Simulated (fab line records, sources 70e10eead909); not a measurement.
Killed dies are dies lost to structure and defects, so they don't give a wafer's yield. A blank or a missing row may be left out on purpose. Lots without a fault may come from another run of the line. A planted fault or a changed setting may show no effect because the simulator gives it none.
fab line records | flow nand_harc
record lots=5 wafers=15 last_day=23
route steps=1159 shown A_M0@1004 A_M1@1026 END@1159
lots that met no fault: from a run of the same line without faults
start_h: hours from the record's first day to the start of the lot's first wafer shown | wait_h: hours since the lot's step before | " the same as in the row above | L1.1+2: a row that stands for several wafers | - no value, or no start given | * or withheld: withheld | < > ~ a bound
route shown NAME@n: a module of which the file shows steps, and the number in the route of the first | usual: mean/standard deviation of fault-free wafers | same: alike in all rows | chamber/n: place in a boat | sites: the reading at each site | _std_site: their standard deviation | _edge_site: outer sites' mean less inner sites' | radius_mm: how far each site lies from the wafer's centre | mask NAME#n: copy n | behind: the tool/chamber that last shaped the wafer | hold: why the lot was held/for how many hours/how that ended | device: the transistor (n, p or np) that didn't switch | end of line: the same wafers' tests at the end of the route | a step without rows: its recipe alone | killed: dies lost to structure and defects at the first sort, not the wafer's yield | map: a wafer's dies, x killed, . not, _ none there
set.NAME: the setting as run; set.NAME@STEP: as run at that earlier step | model.NAME: the simulator's own value behind a step, which no gauge read
lots at some steps of the route; a table a step, a row a wafer
services: from which hour (start_h, from the record's first day; less than 0 if before it) a tool's chamber was out of use, for how many hours, and why
## steps
# step NHARC_A_M0_CD_MEAS_09
# recipe target_cd_nm=80 landing_energy_ev=500
# usual cd_nm=80.3/0.76
# columns lot.wafer tool chamber start_h wait_h cd_nm
L380.1 cd_sem-03 0 404.97 - 79.7
L380.5 " 0 " " 79.4
L380.6 " 0 " " 80.0
L385.1 cd_sem-03 0 452.20 - 79.9
L385.5 " 0 " " 79.8
L385.6 " 0 " " 81.1
L391.3 cd_sem-03 0 462.71 - 79.8
L391.5 " 0 " " 78.8
L391.6 " 0 " " 79.8
L398.2 cd_sem-02 0 506.87 - 80.5
L398.3 " 0 " " 80.0
L398.5 " 0 " " 81.2
L399.1 cd_sem-02 0 513.50 - 79.7
L399.5 " 0 " " 79.3
L399.6 " 0 " " 80.9
# step NHARC_A_M0_OVL_MEAS_10
# recipe pitch_nm=160
# usual overlay_x_nm=-0.1/0.75 overlay_y_nm=0.1/0.81
# columns lot.wafer tool chamber start_h wait_h overlay_x_nm overlay_y_nm
L380.1 overlay-01 - 405.05 - 0.2 -0.4
L380.5 " - " " -0.3 -1.0
L380.6 " - " " 0.0 -0.7
L385.1 overlay-02 - 452.29 - 1.4 -0.1
L385.5 " - " " 0.7 0.2
L385.6 " - " " 0.3 0.0
L391.3 overlay-01 - 462.80 - 0.2 -0.6
L391.5 " - " " 0.3 0.1
L391.6 " - " " 0.6 -0.7
L398.2 overlay-02 - 506.96 - 0.0 -0.5
L398.3 " - " " 0.6 -0.2
L398.5 " - " " -0.1 -0.4
L399.1 overlay-02 - 513.61 - -0.5 -0.1
L399.5 " - " " -0.7 -0.1
L399.6 " - " " -0.2 -0.3
# step NHARC_A_M0_INSPECT_11
# usual raw_defect_count=30/16
# columns lot.wafer tool chamber start_h wait_h raw_defect_count
L380.1 defect_inspect-02 - 405.09 0.0 15
L380.5 " - " " 9
L380.6 " - " " 10
L385.1 defect_inspect-01 - 452.33 0.0 36
L385.5 " - " " 30
L385.6 " - " " 38
L391.3 defect_inspect-01 - 462.83 0.0 50
L391.5 " - " " 45
L391.6 " - " " 50
L398.2 defect_inspect-02 - 507.00 0.0 21
L398.3 " - " " 22
L398.5 " - " " 17
L399.1 defect_inspect-02 - 513.65 0.0 64
L399.5 " - " " 57
L399.6 " - " " 58
# step NHARC_A_M0_DESCUM_14
# recipe time_s=3 o2_flow_sccm=200 ar_flow_sccm=0 bias_power_w=0 chemistry=O2
# step NHARC_A_M0_ETCH_34
# recipe target_depth_a=400 overetch_a=120 time_s=43.94 ion_energy_ev=200 n2_flow_sccm=150 h2_flow_sccm=150 ar_flow_sccm=0 rf_w=400 bias_w=150 chemistry=N2/H2
# step NHARC_A_M0_ETCH_15
# recipe target_depth_a=1500 overetch_a=150 time_s=82.5 c4f8_flow_sccm=withheld ar_flow_sccm=400 rf_w=600 bias_w=300 chemistry=C4F8/Ar
# step NHARC_A_M0_CD_MEAS_16
# usual cd_nm=80.2/0.77
# columns lot.wafer tool chamber start_h wait_h cd_nm
L380.1 cd_sem-03 - 405.45 - 79.5
L380.5 " - " " 78.8
L380.6 " - " " 80.2
L385.1 cd_sem-02 - 452.69 - 78.8
L385.5 " - " " 78.9
L385.6 " - " " 80.6
L391.3 cd_sem-03 - 463.20 - 80.5
L391.5 " - " " 80.4
L391.6 " - " " 79.1
L398.2 cd_sem-03 - 507.37 - 80.0
L398.3 " - " " 79.6
L398.5 " - " " 80.9
L399.1 cd_sem-01 - 514.00 - 79.6
L399.5 " - " " 80.8
L399.6 " - " " 80.2
# step NHARC_A_M0_STRIP_18
# recipe power_w=1000 n2_flow_sccm=150 h2_flow_sccm=150 ar_flow_sccm=0 bias_w=0 chemistry=N2/H2
# step NHARC_A_M0_STRIP_19
# recipe time_s=600 temp_c=30 chemistry=post_etch_residue_remover
# step NHARC_A_M0_DEGAS_28
# recipe temp_c=250 time_s=60
# step NHARC_A_M0_PRE_CLEAN_29
# recipe time_s=30 temp_c=280 gas=H2/He
# usual heater_power_w=392/46
# columns lot.wafer tool chamber start_h wait_h heater_power_w
L380.1 pvd_sputter-01 - - - 409
L380.6 " - " " 412
L380.5 " - " " 414
L385.1 pvd_sputter-03 - - - 286
L385.6 " - " " 417
L385.5 " - " " 281
L391.3 pvd_sputter-01 - - - 481
L391.6 " - " " 405
L391.5 " - " " 471
L398.2 pvd_sputter-02 - - - 376
L398.3 " - " " 404
L398.5 " - " " 382
L399.1 pvd_sputter-03 - - - 361
L399.5 " - " " 415
L399.6 " - " " 322
# step NHARC_A_M0_PVD_20
# recipe target_thk_a=50 bias_v=168.6 power_w=15000 chamber_pressure_pa=0.12 time_s=8.06 substrate_temp_c=50 material=TaN
# step NHARC_A_M0_PVD_21
# recipe target_thk_a=300 chamber_pressure_pa=5 power_w=5000 substrate_temp_c=30 time_s=20.49 material=Cu
# usual cathode_dc_power_W=5000.1/0.85 throttle_valve_pct=30.5/1.1
# columns lot.wafer tool chamber start_h wait_h cathode_dc_power_W throttle_valve_pct
L380.1 pvd_sputter-01 - 406.35 - 4999.4 29.9
L380.6 " - " " 5000.0 30.0
L380.5 " - " " 4999.7 31.4
L385.1 pvd_sputter-03 - 453.57 - 5002.1 31.8
L385.5 " - " " 5000.5 30.6
L385.6 " - " " 4999.5 28.6
L391.3 pvd_sputter-01 - 464.18 - 4998.7 31.6
L391.6 " - " " 5000.6 30.3
L391.5 " - " " 5001.2 29.9
L398.3 pvd_sputter-02 - 508.21 - 4999.5 31.0
L398.2 " - " " 5000.7 28.2
L398.5 " - " " 4998.7 30.7
L399.1 pvd_sputter-03 - 514.88 - 5000.5 31.9
L399.5 " - " " 5000.7 31.9
L399.6 " - " " 4999.2 29.5
# step NHARC_A_M0_ECD_22
# recipe target_thk_a=4000 bath_temp_c=25 material=Cu
# step NHARC_A_M0_ANNEAL_30
# recipe temp_c=225 time_s=90
# usual wafer_temp_C_max=226.08/0.27
# columns lot.wafer tool chamber start_h wait_h wafer_temp_C_max
L380.1 rtp_anneal-01 0 406.87 0.3 226.19
L380.5 " 0 " " 226.44
L380.6 " 0 " " 225.87
L385.1 rtp_anneal-01 0 454.42 0.3 225.74
L385.5 " 0 " " 226.55
L385.6 " 0 " " 226.01
L391.3 rtp_anneal-02 0 464.80 0.3 225.70
L391.5 " 0 " " 225.97
L391.6 " 0 " " 225.71
L398.2 rtp_anneal-01 0 508.77 - 225.94
L398.3 " 0 " " 226.13
L398.5 " 0 " " 226.30
L399.1 rtp_anneal-02 0 515.36 - 225.73
L399.5 " 0 " " 225.92
L399.6 " 0 " " 226.28
# step NHARC_A_M0_CMP_23
# recipe t_overpolish_s=20 target_thk_nm=113.75
# step NHARC_A_M0_SRD_25
# step NHARC_A_M0_INSPECT_27
# usual raw_defect_count=439/110
# columns lot.wafer tool chamber start_h wait_h raw_defect_count
L380.1 defect_inspect-01 - 407.70 0.0 489
L380.5 " - " " 411
L380.6 " - " " 418
L385.1 defect_inspect-02 - 455.23 0.0 335
L385.5 " - " " 326
L385.6 " - " " 362
L391.3 defect_inspect-02 - 465.53 0.1 413
L391.5 " - " " 585
L391.6 " - " " 390
L398.2 defect_inspect-01 - 509.55 0.0 347
L398.3 " - " " 500
L398.5 " - " " 389
L399.1 defect_inspect-01 - 516.18 0.0 727
L399.5 " - " " 454
L399.6 " - " " 733
# step NHARC_A_M0_PRE_CLEAN_31
# recipe time_s=12 temp_c=370 rf_power_w=300 gas=NH3
# step NHARC_A_M0_DEP_32
# recipe target_thk_a=300 temp_c=370 target_thk_nm=30 pressure_torr=3 flow_sccm=200 rf_w=450 material=SiCN
# step NHARC_A_M1_DEP_00
# recipe target_thk_a=1825 target_thk_nm=182.5 temp_c=withheld pressure_torr=5 flow_sccm=200 rf_w=600 material=SiOC
# step NHARC_A_M1_DEHYDRATE_01
# recipe temp_c=150 time_s=120
# step NHARC_A_M1_HMDS_02
# recipe time_s=30
# step NHARC_A_M1_COAT_34
# recipe temp_c=200 time_s=65
# step NHARC_A_M1_COAT_03
# recipe spin_rpm=1500 resist_thk_nm=90
# step NHARC_A_M1_SOFTBAKE_04
# recipe temp_c=105 time_s=55
# step NHARC_A_M1_EBR_05
# step NHARC_A_M1_EXPOSE_06
# recipe na=1.35 target_cd_nm=120 dose_mj=75.13 mask_id=A_M1
# step NHARC_A_M1_PEB_07
# recipe peb_temp_c=100 peb_time_s=65
# step NHARC_A_M1_DEVELOP_08
# recipe develop_time_s=35 dev_temp_c=23
# step NHARC_A_M1_CD_MEAS_09
# recipe target_cd_nm=120 landing_energy_ev=500
# usual cd_nm=119.4/0.62
# columns lot.wafer tool chamber start_h wait_h cd_nm
L380.1 cd_sem-01 0 408.97 - 119.1
L380.5 " 0 " " 118.7
L380.6 " 0 " " 118.8
L385.1 cd_sem-02 0 456.63 - 118.4
L385.5 " 0 " " 117.7
L385.6 " 0 " " 119.3
L391.3 cd_sem-02 0 466.81 - 120.0
L391.5 " 0 " " 120.5
L391.6 " 0 " " 120.1
L398.2 cd_sem-03 0 510.95 - 119.6
L398.3 " 0 " " 119.8
L398.5 " 0 " " 119.2
L399.1 cd_sem-01 0 517.58 - 119.7
L399.5 " 0 " " 119.3
# step NHARC_A_M1_OVL_MEAS_10
# recipe pitch_nm=240
# usual overlay_x_nm=0.0/0.92 overlay_y_nm=-0.3/0.94
# columns lot.wafer tool chamber start_h wait_h overlay_x_nm overlay_y_nm
L380.1 overlay-01 - 409.05 - 0.1 -1.8
L380.5 " - " " 0.2 -2.0
L380.6 " - " " -0.1 -1.7
L385.1 overlay-01 - 456.72 - -0.5 0.0
L385.5 " - " " -0.4 0.4
L385.6 " - " " 0.0 -0.4
L391.3 overlay-02 - 466.90 - 0.1 0.3
L391.5 " - " " 0.4 -0.2
L391.6 " - " " 0.2 0.4
L398.2 overlay-02 - 511.04 - 1.3 -1.5
L398.3 " - " " 1.6 -1.8
L398.5 " - " " 1.3 -0.9
L399.1 overlay-01 - 517.67 - 0.5 1.3
L399.5 " - " " -0.1 1.0
# step NHARC_A_M1_INSPECT_11
# usual raw_defect_count=30/16
# columns lot.wafer tool chamber start_h wait_h raw_defect_count
L380.1 defect_inspect-02 - 409.09 0.0 17
L380.5 " - " " 7
L380.6 " - " " 9
L385.1 defect_inspect-01 - 456.76 0.0 34
L385.5 " - " " 32
L385.6 " - " " 40
L391.3 defect_inspect-01 - 466.93 0.0 53
L391.5 " - " " 44
L391.6 " - " " 45
L398.2 defect_inspect-01 - 511.07 0.0 22
L398.3 " - " " 21
L398.5 " - " " 19
L399.1 defect_inspect-02 - 517.71 0.0 56
L399.5 " - " " 60
# step NHARC_A_M1_DESCUM_14
# recipe time_s=3 o2_flow_sccm=200 ar_flow_sccm=0 bias_power_w=0 chemistry=O2
# usual drypump_motor_current_A=5.6/0.39 oes_product_au=1.004/0.014 rf_vpp_V=57.9/0.91 showerhead_plenum_p_Torr=1.96/0.07 throttle_valve_pct=11.310/0.0096
# columns lot.wafer tool chamber start_h wait_h drypump_motor_current_A oes_product_au rf_hours_counter_h rf_vpp_V showerhead_plenum_p_Torr throttle_valve_pct
L380.1 rie_diel-09 3 409.16 0.1 5.0 0.996 4 58.4 1.96 11.308
L380.6 " 2 " " 5.3 0.999 - 58.8 2.00 11.311
L380.5 " 3 " " 5.0 0.997 - 57.5 1.96 11.304
L385.1 rie_diel-09 1 456.86 0.1 5.8 0.977 0 57.5 1.87 11.305
L385.5 " 2 " " 5.3 0.997 - 58.2 2.00 11.295
L385.6 " 1 " " 5.8 0.972 - 57.5 1.87 11.319
L391.3 rie_diel-02 0 467.01 0.1 5.2 1.023 8 57.1 2.00 11.326
L391.5 " 2 " " 6.0 1.038 - 58.3 1.82 11.313
L391.6 " 3 " " 5.4 1.007 - 59.9 1.99 11.311
L398.3 rie_diel-09 2 511.15 0.1 5.3 1.000 2 58.2 2.00 11.303
L398.2 " 3 " " 5.0 1.011 2 58.6 1.96 11.308
L398.5 " 3 " " 5.0 1.009 - 56.7 1.95 11.311
L399.1 rie_diel-02 0 517.77 0.1 5.2 1.018 0 57.7 2.00 11.309
L399.5 " 2 " " 6.0 1.023 - 57.6 1.82 11.295
# step NHARC_A_M1_ETCH_35
# recipe target_depth_a=400 overetch_a=120 time_s=43.94 ion_energy_ev=200 n2_flow_sccm=150 h2_flow_sccm=150 ar_flow_sccm=0 rf_w=400 bias_w=150 chemistry=N2/H2
# usual drypump_motor_current_A=5.6/0.4 oes_product_au=1.005/0.013 rf_vpp_V=431.7/2.2 showerhead_plenum_p_Torr=2.09/0.079 throttle_valve_pct=14.171/0.0094
# columns lot.wafer tool chamber start_h wait_h drypump_motor_current_A oes_product_au rf_hours_counter_h rf_vpp_V showerhead_plenum_p_Torr throttle_valve_pct
L380.1 rie_diel-09 2 409.25 0.1 5.3 0.999 4 434.0 2.14 14.185
L380.6 " 0 " " 5.3 1.015 - 435.8 2.18 14.166
L380.5 " 1 " " 5.8 0.984 - 427.8 1.99 14.157
L385.1 rie_diel-09 2 456.98 0.1 5.4 1.008 0 433.5 2.14 14.174
L385.5 " 2 " " 5.4 1.009 - 432.3 2.14 14.170
L385.6 " 0 " " 5.3 1.024 - 433.7 2.17 14.152
L391.3 rie_diel-02 2 467.08 0.1 6.0 1.022 7 427.5 1.93 14.162
L391.6 " 1 " " 6.1 1.012 - 432.4 2.09 14.177
L391.5 " 2 " " 6.1 1.024 - 427.4 1.93 14.173
L398.2 rie_diel-09 1 511.25 0.1 5.8 0.983 2 429.2 1.99 14.167
L398.3 " 2 " " 5.4 1.000 2 432.8 2.14 14.164
L398.5 " 1 " " 5.8 0.978 - 428.0 1.99 14.158
L399.1 rie_diel-02 2 517.88 0.1 6.0 1.024 0 428.5 1.93 14.176
L399.5 " 2 " " 6.0 1.021 - 428.1 1.93 14.175
# step NHARC_A_M1_ETCH_15
# recipe target_depth_a=1825 time_s=91.2 c4f8_flow_sccm=withheld ar_flow_sccm=400 rf_w=600 bias_w=300 chemistry=C4F8/Ar
# usual oes_product_au=0.957/0.024 rf_vpp_V=442.0/2.4
# columns lot.wafer tool chamber start_h wait_h oes_product_au rf_hours_counter_h rf_vpp_V
L380.1 rie_diel-09 0 - - 0.996 3 444.7
L380.6 " 3 " " 0.944 - 441.5
L380.5 " 0 " " 0.993 - 444.2
L385.1 rie_diel-09 1 - - 0.920 0 439.6
L385.6 " 2 " " 0.949 - 444.3
L385.5 " 0 " " 0.947 - 443.1
L391.3 rie_diel-02 0 - - 0.940 8 443.4
L391.5 " 3 " " 0.921 - 443.0
L391.6 " 0 " " 0.948 - 442.6
L398.3 rie_diel-09 1 - - 0.911 2 439.6
L398.2 " 2 " " 0.924 2 444.9
L398.5 " 1 " " 0.906 - 440.2
L399.1 rie_diel-02 3 - - 0.961 0 442.6
L399.5 " 3 " " 0.953 - 442.1
# step NHARC_A_M1_CD_MEAS_16
# usual cd_nm=119.3/0.96
# columns lot.wafer tool chamber start_h wait_h cd_nm
L380.1 cd_sem-01 - 409.45 - 118.8
L380.5 " - " " 117.4
L380.6 " - " " 119.1
L385.1 cd_sem-01 - 457.22 - 117.2
L385.5 " - " " 117.0
L385.6 " - " " 118.6
L391.3 cd_sem-01 - 467.30 - 120.6
L391.5 " - " " 119.9
L391.6 " - " " 120.4
L398.2 cd_sem-03 - 511.49 - 117.9
L398.3 " - " " 119.4
L398.5 " - " " 118.3
L399.1 cd_sem-03 - 518.12 - 119.3
L399.5 " - " " 119.1
# step NHARC_A_M1_STRIP_18
# recipe power_w=1000 n2_flow_sccm=150 h2_flow_sccm=150 ar_flow_sccm=0 bias_w=0 chemistry=N2/H2
# step NHARC_A_M1_ETCH_28
# recipe target_depth_a=300 over_etch_frac=0.3 time_s=72.99 ion_energy_ev=150 cf4_flow_sccm=50 n2_flow_sccm=100 ar_flow_sccm=150 rf_w=300 bias_w=100 chemistry=CF4/N2
# step NHARC_A_M1_STRIP_19
# recipe time_s=600 temp_c=30 chemistry=post_etch_residue_remover
# step NHARC_END_SORT_01
# recipe temp_c=25
# usual defect_limited_yield=95.3/1.6 killed_at_array=27/12 killed_at_other=0.8/1 killed_at_periphery=4.0/2.5 killed_dies=32/11 killed_open=3.3/1.8 killed_short=2.0/1.5 sort_bin_2_pct=1.5/0.59 sort_bin_3_pct=0.27/0.22 sort_bin_4_pct=3.0/1.1 sort_n_pass=645/11 sort_rim_yield_pct=95.6/2.7 sort_yield_pct=95.3/1.6
# same gross_dies=677 sort_bin_5_pct[%]=0 sort_bin_6_pct[%]=0 sort_bin_7_pct[%]=0 sort_bin_8_pct[%]=0 sort_rim_n_gross=106.00
# columns lot.wafer tool chamber start_h wait_h hold defect_limited_yield[%] killed_at_array killed_at_other killed_at_periphery killed_dies killed_open killed_short sort_bin_2_pct[%] sort_bin_3_pct[%] sort_bin_4_pct[%] sort_n_pass sort_rim_yield_pct[%] sort_yield_pct[%]
L380.1 prober-02 0 459.51 2.5 - 96.8 15 0 7 22 4 2 1.2 0.15 1.9 655 95.3 96.8
L380.5 prober-02 0 462.69 3.7 - 97.9 9 0 5 14 4 0 0.6 0 1.5 663 98.1 97.9
L380.6 prober-02 0 463.49 4.0 - 97.6 9 1 6 16 0 1 1.2 0 1.2 661 96.2 97.6
L385.1 prober-02 0 488.59 2.5 - 93.6 42 0 1 43 5 5 1.9 0.44 4.0 634 90.6 93.6
L385.5 prober-02 0 491.84 3.8 - 94.7 33 0 3 36 1 4 2.1 0 3.2 641 98.1 94.7
L385.6 prober-02 0 492.66 4.1 - 94.2 38 0 1 39 3 2 1.9 0.44 3.4 638 92.5 94.2
L391.3 prober-02 0 505.79 3.1 - 94.4 33 2 3 38 1 0 1.6 0.44 3.5 639 90.6 94.4
L391.5 prober-02 0 507.38 3.7 - 92.9 44 1 3 48 9 1 1.8 0.59 4.7 629 96.2 92.9
L391.6 prober-02 0 508.18 4.0 - 93.8 37 1 4 42 2 3 1.9 0.59 3.7 635 92.5 93.8
L398.2 prober-02 0 550.51 2.8 - 96.3 21 1 3 25 1 1 1.3 0 2.4 652 95.3 96.3
L398.3 prober-02 0 551.32 3.1 - 95.4 26 1 4 31 6 2 1.3 0.30 3.0 646 98.1 95.4
L398.5 prober-02 0 552.94 3.7 - 95.1 24 1 8 33 7 3 1.8 0.30 2.8 644 95.3 95.1
L399.1 prober-02 0 557.60 2.5 await_dispo/1.8h/release 91.9 50 1 4 55 9 5 3.2 0.15 4.7 622 86.8 91.9
L399.5 prober-02 0 560.76 3.7 await_dispo/1.8h/release 91.6 51 1 5 57 5 8 2.7 0.89 4.9 620 90.6 91.6
L399.6 prober-02 0 561.54 3.9 await_dispo/1.8h/release 0 671 2 4 677 3 2 93.9 0.44 5.6 0 0 0
# killed by level:class
L380.1 A_STAIRCASE:chamber_film_flake=4 A_CHANNEL_HOLE_D1:chamber_film_flake=3 P_CONTACT:geometric_particle:open=2 P_ZERO_WELL:chamber_film_flake=2 P_BONDPAD:chamber_film_flake=2 A_SLIT:chamber_film_flake=2 P_M0:geometric_particle:short=1 A_SOURCE_PLATE:geometric_particle:open=1
L380.5 P_BONDPAD:chamber_film_flake=5 A_CONTACT:geometric_particle:open=3 A_SGD_CUT:chamber_film_flake=2 A_M0:geometric_particle:open=1 A_CHANNEL_HOLE_D1:chamber_film_flake=1 A_CHANNEL_FILL_D1:chamber_film_flake=1 A_STAIRCASE:chamber_film_flake=1
L380.6 P_BONDPAD:chamber_film_flake=6 A_CHANNEL_HOLE_D1:chamber_film_flake=4 A_STAIRCASE:chamber_film_flake=2 A_SGD_CUT:chamber_film_flake=2 STARTING-WAFER:geometric_particle:short=1 A_ZERO_WELL:chamber_film_flake=1
L385.1 A_CHANNEL_HOLE_D1:chamber_film_flake=14 A_SLIT:chamber_film_flake=9 A_STAIRCASE:chamber_film_flake=6 A_WL_FILL:chamber_film_flake=3 A_ONON_D1:geometric_particle:short=2 A_CHANNEL_FILL_D1:geometric_particle:short=2 P_M0:geometric_particle:open=1 A_SOURCE_PLATE:geometric_particle:open=1
L385.5 A_CHANNEL_HOLE_D1:chamber_film_flake=17 A_SLIT:chamber_film_flake=7 A_STAIRCASE:chamber_film_flake=3 P_M0:geometric_particle:short=1 A_ONON_D1:geometric_particle:short=1 A_CHANNEL_FILL_D1:geometric_particle:short=1 A_CONTACT:geometric_particle:short=1 A_CONTACT:geometric_particle:open=1
L385.6 A_CHANNEL_HOLE_D1:chamber_film_flake=12 A_SLIT:chamber_film_flake=12 A_STAIRCASE:chamber_film_flake=8 A_SOURCE_PLATE:geometric_particle:short=1 A_CHANNEL_HOLE_D1:geometric_particle:short=1 A_CHANNEL_FILL_D1:geometric_particle:open=1 A_CONTACT:geometric_particle:open=1 A_BLC:geometric_particle:open=1
L391.3 A_CHANNEL_HOLE_D1:chamber_film_flake=15 A_SLIT:chamber_film_flake=11 A_SGD_CUT:chamber_film_flake=3 P_M2:chamber_film_flake=2 P_M2:geometric_particle:open=1 A_ZERO_WELL:chamber_film_flake=1 A_CHANNEL_FILL_D1:chamber_film_flake=1 A_CONTACT:chamber_film_flake=1
L391.5 A_CHANNEL_HOLE_D1:chamber_film_flake=15 A_SLIT:chamber_film_flake=11 A_CHANNEL_FILL_D1:geometric_particle:open=3 A_WL_FILL:chamber_film_flake=3 A_CONTACT:geometric_particle:open=2 A_STAIRCASE:chamber_film_flake=2 A_CONTACT:chamber_film_flake=2 A_BLC:chamber_film_flake=2
L391.6 A_CHANNEL_HOLE_D1:chamber_film_flake=21 A_SLIT:chamber_film_flake=11 P_GATE:geometric_particle:short=1 P_M2:geometric_particle:open=1 A_CONTACT:geometric_particle:short=1 A_BLC:geometric_particle:short=1 A_M1:geometric_particle:open=1 P_ZERO_WELL:chamber_film_flake=1
L398.2 A_CONTACT:chamber_film_flake=10 A_CHANNEL_HOLE_D1:chamber_film_flake=4 A_WL_FILL:geometric_particle:open=1 A_BLC:geometric_particle:short=1 P_STI:chamber_film_flake=1 P_GATE:chamber_film_flake=1 P_M0:chamber_film_flake=1 A_ZERO_WELL:chamber_film_flake=1
L398.3 A_CONTACT:chamber_film_flake=7 A_CHANNEL_HOLE_D1:chamber_film_flake=6 A_BLC:geometric_particle:open=2 A_ZERO_WELL:chamber_film_flake=2 A_STAIRCASE:chamber_film_flake=2 A_BLC:chamber_film_flake=2 P_CONTACT:geometric_particle:open=1 P_M0:geometric_particle:open=1
L398.5 A_CHANNEL_HOLE_D1:chamber_film_flake=5 A_CONTACT:chamber_film_flake=5 P_STI:chamber_film_flake=3 A_ONON_D1:geometric_particle:short=2 A_WL_FILL:geometric_particle:open=2 P_GATE:chamber_film_flake=2 A_WL_FILL:chamber_film_flake=2 A_BLC:chamber_film_flake=2
L399.1 A_CHANNEL_HOLE_D1:chamber_film_flake=22 A_SLIT:chamber_film_flake=12 A_STAIRCASE:chamber_film_flake=4 A_CHANNEL_FILL_D1:geometric_particle:short=3 P_GATE:geometric_particle:open=2 A_ONON_D1:geometric_particle:open=2 A_CONTACT:geometric_particle:short=2 P_CONTACT:geometric_particle:open=1
L399.5 A_CHANNEL_HOLE_D1:chamber_film_flake=17 A_SLIT:chamber_film_flake=15 A_WL_FILL:geometric_particle:short=4 A_CONTACT:chamber_film_flake=4 A_STAIRCASE:chamber_film_flake=3 P_CONTACT:geometric_particle:short=2 A_M1:chamber_film_flake=2 A_CHANNEL_FILL_D1:geometric_particle:open=2
L399.6 A_M0:area_pvd=622 A_CHANNEL_HOLE_D1:chamber_film_flake=20 A_SLIT:chamber_film_flake=13 A_CONTACT:chamber_film_flake=8 A_STAIRCASE:chamber_film_flake=4 P_CONTACT:geometric_particle:open=2 P_M1:geometric_particle:short=1 A_CHANNEL_HOLE_D1:geometric_particle:short=1
# map L399.6 (x killed, . not)
____________x____________
_________xxxxxxx_________
_______xxxxxxxxxxx_______
______xxxxxxxxxxxxx______
_____xxxxxxxxxxxxxxx_____
____xxxxxxxxxxxxxxxxx____
____xxxxxxxxxxxxxxxxx____
___xxxxxxxxxxxxxxxxxxx___
___xxxxxxxxxxxxxxxxxxx___
__xxxxxxxxxxxxxxxxxxxxx__
__xxxxxxxxxxxxxxxxxxxxx__
_xxxxxxxxxxxxxxxxxxxxxxx_
_xxxxxxxxxxxxxxxxxxxxxxx_
_xxxxxxxxxxxxxxxxxxxxxxx_
_xxxxxxxxxxxxxxxxxxxxxxx_
_xxxxxxxxxxxxxxxxxxxxxxx_
xxxxxxxxxxxxxxxxxxxxxxxxx
xxxxxxxxxxxxxxxxxxxxxxxxx
xxxxxxxxxxxxxxxxxxxxxxxxx
xxxxxxxxxxxxxxxxxxxxxxxxx
xxxxxxxxxxxxxxxxxxxxxxxxx
_xxxxxxxxxxxxxxxxxxxxxxx_
_xxxxxxxxxxxxxxxxxxxxxxx_
_xxxxxxxxxxxxxxxxxxxxxxx_
_xxxxxxxxxxxxxxxxxxxxxxx_
_xxxxxxxxxxxxxxxxxxxxxxx_
__xxxxxxxxxxxxxxxxxxxxx__
__xxxxxxxxxxxxxxxxxxxxx__
___xxxxxxxxxxxxxxxxxxx___
___xxxxxxxxxxxxxxxxxxx___
____xxxxxxxxxxxxxxxxx____
____xxxxxxxxxxxxxxxxx____
_____xxxxxxxxxxxxxxx_____
______xxxxxxxxxxxxx______
_______xxxxxxxxxxx_______
_________xxxxxxx_________
____________x____________
# map L385.1 (x killed, . not)
____________.____________
_________......._________
_______..........._______
______...........x.______
_____..............._____
____.................____
____.................____
___...............x...___
___................x..___
__.....................__
__..x........x.......x.__
_.........x............x_
_...x..............x...._
_......................._
_..............x.x......_
_......................._
.x......x................
.........................
.........................
.........................
........................x
_......................._
_...................x..._
_.................x....._
_......................._
_...........x.....x....._
__.....................__
__..........x....x..xxx__
___..............x..x.___
___.x..........x...xx.___
____........x.......x____
____............xx..x____
_____.........x...x._____
______.....x...x.xx______
_______.....x...x._______
_________......._________
____________.____________
## services
# columns tool chamber start_h hours kind
rie_diel-09 0 385.60 - clean
rie_diel-09 1 385.60 - clean
rie_diel-09 2 385.60 - clean
rie_diel-09 3 385.60 - clean
pvd_sputter-02 - 392.05 10.0 pm
pvd_sputter-01 - 399.50 2.3 repair
rie_diel-02 2 399.75 10.0 repair
rie_diel-09 0 410.10 - clean
rie_diel-09 1 410.10 - clean
rie_diel-09 2 410.10 - clean
rie_diel-09 3 410.10 - clean
rie_diel-09 1 413.69 5.7 repair
rie_diel-09 - 431.10 9.0 pm
rie_diel-09 0 431.10 9.0 vent_cycle
rie_diel-09 1 431.10 9.0 vent_cycle
rie_diel-09 2 431.10 9.0 vent_cycle
rie_diel-09 3 455.31 9.3 repair
pvd_sputter-03 - 458.03 10.0 pm
rie_diel-09 1 468.50 5.8 repair
rie_diel-09 0 499.01 12.9 repair
rie_diel-02 - 504.70 9.0 pm
pvd_sputter-01 - 506.87 1.2 repair
pvd_sputter-02 - 511.08 3.1 repair
pvd_sputter-01 - 514.01 10.0 pm
## key
first_sign step=NHARC_END_SORT_01 reading=sort_bin_2_pct direction=up sigmas=99+ usual=1.5 struck=93.9
effect step=NHARC_END_SORT_01 reading=killed_dies direction=up sigmas=58 usual=32 struck=677
more_kills_born_at NHARC_A_M0_PVD_21@pvd_sputter-03=622
met_at NHARC_A_M0_PVD_21
struck_wafers L399.6
later_rows_left_out L399.6
onset_between 453.57 514.88
fault kind=process_parameter_drift tool=pvd_sputter-03 chamber=- onset_h=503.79 steps=NHARC_A_M0_PVD_21 channel=target_thk_a offset=* shape=step end_h=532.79 acts_in=* stated=* scope=struck_wafers_only
# later_rows_left_out: the simulator's readings of these wafers behind a module that went badly wrong aren't trusted and aren't shown, but for the sort
